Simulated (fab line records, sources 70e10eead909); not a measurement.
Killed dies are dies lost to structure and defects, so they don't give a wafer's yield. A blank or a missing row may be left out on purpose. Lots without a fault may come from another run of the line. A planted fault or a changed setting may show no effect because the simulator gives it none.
Which tool did it? | flow nand_harc | 12 lots, 36 wafers sampled, at 6 steps of a route of 1159

WHAT THE GAUGES READ, wafer by wafer
NHARC_A_M0_INSPECT_27.
lot  | measured     | on                | raw_defect_count
L845 | day 18 01:40 | defect_inspect-02 | 441 315 285
L848 | day 18 11:37 | defect_inspect-01 | 436 347 324
L847 | day 18 11:54 | defect_inspect-02 | 868 684 577
L849 | day 18 17:40 | defect_inspect-01 | 390 504 445
L852 | day 19 12:37 | defect_inspect-01 | 563 376 458
L850 | day 20 04:39 | defect_inspect-01 | 476 460 491
L859 | day 20 07:21 | defect_inspect-02 | 425 314 418
L858 | day 20 18:55 | defect_inspect-01 | 301 342 327
L860 | day 21 03:35 | defect_inspect-02 | 485 307 569
L866 | day 22 05:04 | defect_inspect-02 | 330 538 389
L867 | day 22 20:55 | defect_inspect-02 | 374 433 376
L868 | day 24 03:59 | defect_inspect-02 | 569 686 526

NHARC_A_M1_CD_MEAS_09: target cd 120 nm.
lot  | measured     | on        | cd_nm (nm)
L845 | day 18 02:55 | cd_sem-01 | 119.2 120.1 120.0
L848 | day 18 13:05 | cd_sem-02 | 120.6 119.8 120.4
L847 | day 18 13:22 | cd_sem-02 | 120.2 119.5 120.8
L849 | day 18 20:03 | cd_sem-02 | 119.4 120.8 120.0
L852 | day 19 14:03 | cd_sem-02 | 121.4 121.0 120.7
L850 | day 20 06:08 | cd_sem-02 | 119.4 120.8 120.5
L859 | day 20 08:45 | cd_sem-01 | 131.5 120.7 120.4
L858 | day 20 20:19 | cd_sem-01 | 129.6 120.6 120.0
L860 | day 21 04:52 | cd_sem-03 | 130.6 120.4 131.3
L866 | day 22 06:19 | cd_sem-01 | 119.8 120.3 120.5
L867 | day 22 22:23 | cd_sem-03 | 119.2 119.1 118.8
L868 | day 24 06:00 | cd_sem-01 | 120.2 120.3 120.2

NHARC_END_SORT_01.
lot  | measured     | on        | defect_limited_yield (%) | killed_at_array | killed_at_other | killed_at_periphery | killed_dies | killed_open | killed_short | sort_bin_2_pct (%) | sort_bin_3_pct (%) | sort_bin_4_pct (%) | sort_n_pass | sort_rim_yield_pct (%) | sort_yield_pct (%)
L860 | day 23 01:52 | prober-01 | 94.7 93.2 94.5           | 30 39 35        | 2 2 0           | 4 5 2               | 36 46 37    | 3 6 4       | 3 2 3        | 1.9 2.5 1.3        | 0.44 0.74 0.15     | 3.0 3.5 4.0        | 641 631 640 | 99.1 97.2 98.1         | 94.7 93.2 94.5

WHICH TOOL RAN EACH LOT (tool, then ch and the chambers of the sampled wafers, then the start)
lot  | NHARC_A_M0_PVD_21                       | NHARC_A_M1_EXPOSE_06               | NHARC_A_M1_STRIP_18
L845 | pvd_sputter-03, day 18 01:40 or earlier | arfi_scanner-02 ch 0, day 18 02:47 | rie_diel-01 ch 0,1,3, day 18 03:38
L848 | pvd_sputter-01, day 18 11:37 or earlier | arfi_scanner-01 ch 0, day 18 12:58 | rie_diel-01 ch 0,1,3, day 18 14:09
L847 | pvd_sputter-02, day 18 11:54 or earlier | arfi_scanner-03 ch 0, day 18 13:14 | rie_diel-10 ch 0,1,2, day 18 14:02
L849 | pvd_sputter-02, day 18 17:40 or earlier | arfi_scanner-02 ch 0, day 18 19:55 | rie_diel-01 ch 1,2,3, day 18 20:40
L852 | pvd_sputter-01, day 19 12:37 or earlier | arfi_scanner-03 ch 0, day 19 13:54 | rie_diel-01 ch 1,2,3, day 19 14:37
L850 | pvd_sputter-02, day 20 04:39 or earlier | arfi_scanner-01 ch 0, day 20 06:00 | rie_diel-01 ch 0,2,3, day 20 06:46
L859 | pvd_sputter-01, day 20 07:21 or earlier | arfi_scanner-02 ch 0, day 20 08:37 | rie_diel-10 ch 1,2,3, day 20 09:20
L858 | pvd_sputter-03, day 20 18:55 or earlier | arfi_scanner-02 ch 0, day 20 20:10 | rie_diel-01 ch 0,1,3, day 20 20:52
L860 | pvd_sputter-02, day 21 03:35 or earlier | arfi_scanner-02 ch 0, day 21 04:43 | rie_diel-01 ch 0,2, day 21 05:28
L866 | pvd_sputter-02, day 22 05:04 or earlier | arfi_scanner-01 ch 0, day 22 06:11 | rie_diel-10 ch 1,2,3, day 22 06:54
L867 | pvd_sputter-03, day 22 20:55 or earlier | arfi_scanner-01 ch 0, day 22 22:15 | rie_diel-01 ch 0,2,3, day 22 22:57
L868 | pvd_sputter-01, day 24 03:59 or earlier | arfi_scanner-02 ch 0, day 24 05:52 | rie_diel-01 ch 2,3, day 24 06:35
- NHARC_A_M0_PVD_21: deposits Cu, target thk 30 nm, time 20.49 s.
- NHARC_A_M1_EXPOSE_06: exposes mask A M1, target cd 120 nm.
- NHARC_A_M1_STRIP_18: strips in N2/H2.

WHAT THE TOOLS THEMSELVES READ (means of the sampled wafers that have a number; where no wafer has one, the mark that the record gives instead)
NHARC_A_M0_PVD_21.
lot  | tool           | throttle_valve_pct (%)
L845 | pvd_sputter-03 | 31.2
L848 | pvd_sputter-01 | 31.0
L847 | pvd_sputter-02 | 30.9
L849 | pvd_sputter-02 | 30.4
L852 | pvd_sputter-01 | 31.4
L850 | pvd_sputter-02 | 30.9
L859 | pvd_sputter-01 | 31.4
L858 | pvd_sputter-03 | 30.2
L860 | pvd_sputter-02 | 30.3
L866 | pvd_sputter-02 | 29.9
L867 | pvd_sputter-03 | 30.8
L868 | pvd_sputter-01 | 30.3

NHARC_A_M1_STRIP_18.
lot  | tool        | drypump_motor_current_A (A) | oes_product_au (a.u.) | power_w (W) | rf_vpp_V (V) | showerhead_plenum_p_Torr (Torr) | throttle_valve_pct (%)
L845 | rie_diel-01 | 5.3                         | 0.999                 | 1001.4      | 91.3         | 2.14                            | 14.171
L848 | rie_diel-01 | 5.3                         | 1.002                 | 999.1       | 91.1         | 2.14                            | 14.181
L847 | rie_diel-10 | 5.5                         | 0.999                 | 998.6       | 90.9         | 1.97                            | 14.166
L849 | rie_diel-01 | 5.5                         | 1.002                 | 999.4       | 91.2         | 2.09                            | 14.167
L852 | rie_diel-01 | 5.5                         | 0.994                 | 995.3       | 91.2         | 2.09                            | 14.170
L850 | rie_diel-01 | 5.2                         | 1.008                 | 996.8       | 91.2         | 2.10                            | 14.168
L859 | rie_diel-10 | 5.4                         | 0.997                 | 1003.1      | 90.5         | 2.02                            | 14.181
L858 | rie_diel-01 | 5.3                         | 1.008                 | 999.4       | 91.2         | 2.14                            | 14.177
L860 | rie_diel-01 | 5.1                         | 0.998                 | 1000.7      | 91.2         | 2.14                            | 14.169
L866 | rie_diel-10 | 5.4                         | 1.003                 | 1000.7      | 91.1         | 2.02                            | 14.172
L867 | rie_diel-01 | 5.2                         | 1.014                 | 1000.0      | 91.4         | 2.10                            | 14.172
L868 | rie_diel-01 | 5.3                         | 1.013                 | 995.0       | 90.5         | 2.05                            | 14.181

THE ANSWER, worked out from the rows above alone
Rule: what is usual is taken from the lots themselves. Put in order of their means at a reading, lots are off if they are a third of the lots or fewer, leave a main group of 4 or more, and stand apart from it by a gap of 3 or more times the standard deviation of the main group's means; of several such gaps the widest counts. A main group whose means are all the same, to the digits that the tables above print for the reading, isn't used. A lot without any number at a reading at which 4 lots or more have one is off too. The other lots that the step has rows for count as sound. The gauges are gone through in route order, then the tools' own readings, and for those a lot's mean is taken as printed above. The first step at which some lot is off is used, and at that step the reading that is off furthest; a lot without a number counts as furthest.
Off: L859, L858, L860, at NHARC_A_M1_CD_MEAS_09 (cd_nm). The main group: mean 120.1 nm, standard deviation 0.49.
A tool fits if, at a process step before that reading, it ran every lot that is off, and no sound lot after the first of them. The gauges at NHARC_A_M1_CD_MEAS_09 are tried like those tools. NHARC_A_M0_PVD_21 gives no start for some lots, so the hours and the order of its lots are those of NHARC_A_M0_INSPECT_27. None of those tried fits.

WHAT THE SIMULATOR HAD PUT IN
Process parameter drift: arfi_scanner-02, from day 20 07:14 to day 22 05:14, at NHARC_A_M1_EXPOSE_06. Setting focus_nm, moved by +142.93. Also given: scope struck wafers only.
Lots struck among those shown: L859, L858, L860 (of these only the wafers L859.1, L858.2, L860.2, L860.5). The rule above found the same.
